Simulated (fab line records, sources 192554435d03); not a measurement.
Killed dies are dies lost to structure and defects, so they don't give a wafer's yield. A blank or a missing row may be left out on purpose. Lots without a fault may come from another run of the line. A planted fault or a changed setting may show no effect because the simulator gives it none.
Chamber matching | flow n5_finfet | N5_BEOL_M9_ALD_74 on ald_metal-01: 4 sister chambers
The step deposits TaN, target thk 2 nm, pulse time 2 s, purge time 3 s. 4 wafers are shown with their chamber, then 8 later ones without.

WAFERS WITH THEIR CHAMBER
wafer  | chamber | heater_power_w (W)
L077.1 | 3       | 403
L084.5 | 1       | 481
L084.6 | 2       | 427
L087.4 | 0       | 434

WAFERS WITHOUT THEIR CHAMBER
wafer  | heater_power_w (W)
L087.5 | 408
L087.6 | 448
L089.1 | 481
L089.5 | 442
L089.6 | 488
L094.1 | 433
L094.4 | 415
L094.5 | 425

WHICH CHAMBER EACH WENT THROUGH
wafer  | from the rows above          | in truth
L087.5 | can't be placed: 3 or 2      | 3
L087.6 | can't be placed: 0 or 2      | 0
L089.1 | 1                            | 1
L089.5 | can't be placed: 0 or 2      | 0
L089.6 | 1                            | 1
L094.1 | can't be placed: 0 or 2      | 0
L094.4 | can't be placed: 2 or 3 or 0 | 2
L094.5 | can't be placed: 2 or 0      | 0
Placed correctly: 2 of 8. Can't be placed from these rows: 6 (the true chamber is among the candidates in 6). Placed wrongly: 0.
How it was worked out, from the rows above alone: a wafer's distance from a chamber is the root of the sum, over the readings, of the square of ((its reading less the chamber's mean) divided by the reading's scatter). The wafer belongs to the nearest chamber; if the next one is less than 2 further off, it can't be placed. A chamber's mean is the mean of its shown wafers. The scatter: with one shown wafer a chamber, the root of the mean of the squares of how far each hidden wafer lies from its nearest shown one.
